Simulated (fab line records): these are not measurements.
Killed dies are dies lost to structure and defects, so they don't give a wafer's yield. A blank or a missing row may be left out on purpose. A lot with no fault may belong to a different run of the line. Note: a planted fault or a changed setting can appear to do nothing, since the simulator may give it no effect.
What tool caused it? :: flow nand_harc :: 12 lots with 36 wafers sampled at 4 steps, on a route of 1159 steps

WHAT THE GAUGES SHOWED, per wafer
NHARC_P_GATE_CD_MEAS_91: the cd target is 2000 nm. Usual: 2000.6 nm for cd_nm, sd 2.1.
lot: L430
measured: day 5 14:55
on: cd_sem-03
cd_nm (nm): 2001.3 2000.8 2002.7
flag: 

lot: L431
measured: day 5 22:25
on: cd_sem-03
cd_nm (nm): 1999.4 2000.5 1999.8
flag: 

lot: L432
measured: day 6 01:30
on: cd_sem-01
cd_nm (nm): 1997.9 1998.4 2002.3
flag: 

lot: L436
measured: day 7 02:57
on: cd_sem-03
cd_nm (nm): 2000.4 1997.3 2000.8
flag: 

lot: L435
measured: day 7 03:52
on: cd_sem-03
cd_nm (nm): 2002.0 2001.1 2000.2
flag: 

lot: L437
measured: day 7 18:32
on: cd_sem-01
cd_nm (nm): 1999.1 2001.9 2000.6
flag: 

lot: L439
measured: day 7 19:59
on: cd_sem-02
cd_nm (nm): 1998.0 1997.2 2000.8
flag: 

lot: L440
measured: day 8 13:11
on: cd_sem-03
cd_nm (nm): 1933.9 1932.6 1936.1
flag: OFF

lot: L449
measured: day 10 11:14
on: cd_sem-03
cd_nm (nm): 2001.7 2001.2 2006.2
flag: 

lot: L450
measured: day 10 11:41
on: cd_sem-02
cd_nm (nm): 2003.7 2003.3 2001.7
flag: 

lot: L451
measured: day 10 16:44
on: cd_sem-01
cd_nm (nm): 2001.7 1998.4 1998.8
flag: 

lot: L452
measured: day 11 04:00
on: cd_sem-01
cd_nm (nm): 1994.8 1998.8 2001.3
flag: 

TOOL THAT RAN EACH LOT (tool first, then ch and the chambers of the sampled wafers, then the start)
lot: L430
NHARC_P_GATE_HM_DEP_102: acl_dep-01 ch 0, day 4 21:43
NHARC_P_GATE_HM_OPEN_105: rie_diel-05 ch 0,1,2, day 5 14:46 or earlier
NHARC_P_GATE_EXPOSE_88: krf_scanner-04 ch 0, day 5 14:46

lot: L431
NHARC_P_GATE_HM_DEP_102: acl_dep-03 ch 0, day 5 05:29
NHARC_P_GATE_HM_OPEN_105: rie_diel-08 ch 2,3, day 5 22:16 or earlier
NHARC_P_GATE_EXPOSE_88: krf_scanner-04 ch 0, day 5 22:16

lot: L432
NHARC_P_GATE_HM_DEP_102: acl_dep-02 ch 0, day 5 08:43
NHARC_P_GATE_HM_OPEN_105: rie_diel-02 ch 0,2,3, day 6 01:20 or earlier
NHARC_P_GATE_EXPOSE_88: krf_scanner-04 ch 0, day 6 01:20

lot: L436
NHARC_P_GATE_HM_DEP_102: acl_dep-03 ch 0, day 6 10:06
NHARC_P_GATE_HM_OPEN_105: rie_diel-02 ch 0,2, day 7 02:48 or earlier
NHARC_P_GATE_EXPOSE_88: krf_scanner-03 ch 0, day 7 02:48

lot: L435
NHARC_P_GATE_HM_DEP_102: acl_dep-02 ch 0, day 6 10:35
NHARC_P_GATE_HM_OPEN_105: rie_diel-05 ch 0,3, day 7 03:43 or earlier
NHARC_P_GATE_EXPOSE_88: krf_scanner-04 ch 0, day 7 03:43

lot: L437
NHARC_P_GATE_HM_DEP_102: acl_dep-02 ch 0, day 6 20:34
NHARC_P_GATE_HM_OPEN_105: rie_diel-02 ch 1,2, day 7 18:22 or earlier
NHARC_P_GATE_EXPOSE_88: krf_scanner-04 ch 0, day 7 18:22

lot: L439
NHARC_P_GATE_HM_DEP_102: acl_dep-02 ch 0, day 7 03:00
NHARC_P_GATE_HM_OPEN_105: rie_diel-05 ch 0,1, day 7 19:50 or earlier
NHARC_P_GATE_EXPOSE_88: krf_scanner-04 ch 0, day 7 19:50

lot: L440
NHARC_P_GATE_HM_DEP_102: acl_dep-03 ch 0, day 7 19:43
NHARC_P_GATE_HM_OPEN_105: rie_diel-08 ch 1,2,3, day 8 13:02 or earlier
NHARC_P_GATE_EXPOSE_88: krf_scanner-04 ch 0, day 8 13:02

lot: L449
NHARC_P_GATE_HM_DEP_102: acl_dep-02 ch 0, day 9 18:35
NHARC_P_GATE_HM_OPEN_105: rie_diel-02 ch 0,1,2, day 10 11:05 or earlier
NHARC_P_GATE_EXPOSE_88: krf_scanner-01 ch 0, day 10 11:05

lot: L450
NHARC_P_GATE_HM_DEP_102: acl_dep-01 ch 0, day 9 18:41
NHARC_P_GATE_HM_OPEN_105: rie_diel-05 ch 0,2,3, day 10 11:32 or earlier
NHARC_P_GATE_EXPOSE_88: krf_scanner-03 ch 0, day 10 11:32

lot: L451
NHARC_P_GATE_HM_DEP_102: acl_dep-02 ch 0, day 9 23:56
NHARC_P_GATE_HM_OPEN_105: rie_diel-05 ch 0,1,2, day 10 16:35 or earlier
NHARC_P_GATE_EXPOSE_88: krf_scanner-01 ch 0, day 10 16:35

lot: L452
NHARC_P_GATE_HM_DEP_102: acl_dep-02 ch 0, day 10 11:34
NHARC_P_GATE_HM_OPEN_105: rie_diel-02 ch 0,1, day 11 03:51 or earlier
NHARC_P_GATE_EXPOSE_88: krf_scanner-04 ch 0, day 11 03:51
- NHARC_P_GATE_HM_DEP_102: deposits aC, target thk 120 nm.
- NHARC_P_GATE_HM_OPEN_105: chemistry O2/COS, target depth 360 nm.
- NHARC_P_GATE_EXPOSE_88: exposes mask P HVN, target cd 2000 nm.

WHAT THE TOOLS THEMSELVES READ (means of the sampled wafers that have a number; where no wafer has one, the mark that the record gives instead)
NHARC_P_GATE_HM_DEP_102. Usual: 35.000 % for throttle_valve_pct, sd 0.01.
lot: L430
tool: acl_dep-01
throttle_valve_pct (%): 34.999
flag: 

lot: L431
tool: acl_dep-03
throttle_valve_pct (%): 34.999
flag: 

lot: L432
tool: acl_dep-02
throttle_valve_pct (%): 35.008
flag: 

lot: L436
tool: acl_dep-03
throttle_valve_pct (%): 35.004
flag: 

lot: L435
tool: acl_dep-02
throttle_valve_pct (%): 35.004
flag: 

lot: L437
tool: acl_dep-02
throttle_valve_pct (%): 34.996
flag: 

lot: L439
tool: acl_dep-02
throttle_valve_pct (%): 35.002
flag: 

lot: L440
tool: acl_dep-03
throttle_valve_pct (%): 35.001
flag: 

lot: L449
tool: acl_dep-02
throttle_valve_pct (%): 35.002
flag: 

lot: L450
tool: acl_dep-01
throttle_valve_pct (%): 34.991
flag: 

lot: L451
tool: acl_dep-02
throttle_valve_pct (%): 34.997
flag: 

lot: L452
tool: acl_dep-02
throttle_valve_pct (%): 35.009
flag: 

NHARC_P_GATE_HM_OPEN_105. Usual: value, then standard deviation, for each; drypump_motor_current_A 5.8 A / 0.36; mfc_ar_sccm 0.015 sccm / 0.016; o2_flow_sccm 400.1 sccm / 1.2; oes_product_au 1.002 a.u. / 0.014; rf_vpp_V 467.7 V / 2; showerhead_plenum_p_Torr 3.14 Torr / 0.089; throttle_valve_pct 28.330 % / 0.0089.
lot: L430
tool: rie_diel-05
drypump_motor_current_A (A): 6.0
mfc_ar_sccm (sccm): 0.010
o2_flow_sccm (sccm): 400.2
oes_product_au (a.u.): 1.005
rf_vpp_V (V): 466.4
showerhead_plenum_p_Torr (Torr): 3.10
throttle_valve_pct (%): 28.341
flag: 

lot: L431
tool: rie_diel-08
drypump_motor_current_A (A): 5.5
mfc_ar_sccm (sccm): 0.011
o2_flow_sccm (sccm): 400.6
oes_product_au (a.u.): 0.998
rf_vpp_V (V): 469.9
showerhead_plenum_p_Torr (Torr): 3.24
throttle_valve_pct (%): 28.324
flag: 

lot: L432
tool: rie_diel-02
drypump_motor_current_A (A): 5.7
mfc_ar_sccm (sccm): 0.026
o2_flow_sccm (sccm): 401.0
oes_product_au (a.u.): 1.017
rf_vpp_V (V): 467.3
showerhead_plenum_p_Torr (Torr): 3.12
throttle_valve_pct (%): 28.330
flag: 

lot: L436
tool: rie_diel-02
drypump_motor_current_A (A): 5.6
mfc_ar_sccm (sccm): 0.041
o2_flow_sccm (sccm): 399.5
oes_product_au (a.u.): 1.003
rf_vpp_V (V): 466.2
showerhead_plenum_p_Torr (Torr): 3.07
throttle_valve_pct (%): 28.327
flag: 

lot: L435
tool: rie_diel-05
drypump_motor_current_A (A): 5.8
mfc_ar_sccm (sccm): 0.003
o2_flow_sccm (sccm): 401.2
oes_product_au (a.u.): 0.998
rf_vpp_V (V): 468.9
showerhead_plenum_p_Torr (Torr): 3.19
throttle_valve_pct (%): 28.325
flag: 

lot: L437
tool: rie_diel-02
drypump_motor_current_A (A): 6.0
mfc_ar_sccm (sccm): 0.019
o2_flow_sccm (sccm): 399.7
oes_product_au (a.u.): 1.001
rf_vpp_V (V): 468.1
showerhead_plenum_p_Torr (Torr): 3.17
throttle_valve_pct (%): 28.327
flag: 

lot: L439
tool: rie_diel-05
drypump_motor_current_A (A): 5.9
mfc_ar_sccm (sccm): 0.008
o2_flow_sccm (sccm): 399.7
oes_product_au (a.u.): 0.999
rf_vpp_V (V): 466.7
showerhead_plenum_p_Torr (Torr): 3.10
throttle_valve_pct (%): 28.332
flag: 

lot: L440
tool: rie_diel-08
drypump_motor_current_A (A): 5.4
mfc_ar_sccm (sccm): 0.017
o2_flow_sccm (sccm): 399.8
oes_product_au (a.u.): 1.000
rf_vpp_V (V): 468.3
showerhead_plenum_p_Torr (Torr): 3.17
throttle_valve_pct (%): 28.341
flag: 

lot: L449
tool: rie_diel-02
drypump_motor_current_A (A): 5.7
mfc_ar_sccm (sccm): 0.028
o2_flow_sccm (sccm): 399.8
oes_product_au (a.u.): 1.005
rf_vpp_V (V): 467.4
showerhead_plenum_p_Torr (Torr): 3.13
throttle_valve_pct (%): 28.328
flag: 

lot: L450
tool: rie_diel-05
drypump_motor_current_A (A): 5.9
mfc_ar_sccm (sccm): 0.008
o2_flow_sccm (sccm): 399.3
oes_product_au (a.u.): 1.001
rf_vpp_V (V): 467.2
showerhead_plenum_p_Torr (Torr): 3.14
throttle_valve_pct (%): 28.329
flag: 

lot: L451
tool: rie_diel-05
drypump_motor_current_A (A): 5.9
mfc_ar_sccm (sccm): 0.010
o2_flow_sccm (sccm): 398.3
oes_product_au (a.u.): 1.006
rf_vpp_V (V): 466.6
showerhead_plenum_p_Torr (Torr): 3.09
throttle_valve_pct (%): 28.335
flag: 

lot: L452
tool: rie_diel-02
drypump_motor_current_A (A): 5.7
mfc_ar_sccm (sccm): 0.015
o2_flow_sccm (sccm): 399.4
oes_product_au (a.u.): 1.001
rf_vpp_V (V): 470.6
showerhead_plenum_p_Torr (Torr): 3.21
throttle_valve_pct (%): 28.334
flag: 

THE ANSWER, worked out from the rows above alone
Rule: lot off if the mean of its wafers having a number is beyond 3 standard deviations from the usual mean. A lot without any number at a reading at which 4 lots or more have one is off too. All remaining lots with rows at the step are treated as sound. First the gauges in route order, then the tools' own readings, where a lot's mean is used as printed above. At the first step where some lot is off, the reading lying furthest off is the one used; lots without a number count as furthest.
Off, at NHARC_P_GATE_CD_MEAS_91 on cd_nm: L440.
If a tool, at a process step before that reading, ran all the lots that are off and no sound lot after the first of them, it fits. The gauges at NHARC_P_GATE_CD_MEAS_91 are tried like those tools. Because NHARC_P_GATE_HM_OPEN_105 lacks a start for some lots, the hours and order of its lots are taken from NHARC_P_GATE_EXPOSE_88. Can't be told from this: 2 tools fit, acl_dep-03 at NHARC_P_GATE_HM_DEP_102, rie_diel-08 at NHARC_P_GATE_HM_OPEN_105.

WHAT HAD BEEN PUT IN BY THE SIMULATOR
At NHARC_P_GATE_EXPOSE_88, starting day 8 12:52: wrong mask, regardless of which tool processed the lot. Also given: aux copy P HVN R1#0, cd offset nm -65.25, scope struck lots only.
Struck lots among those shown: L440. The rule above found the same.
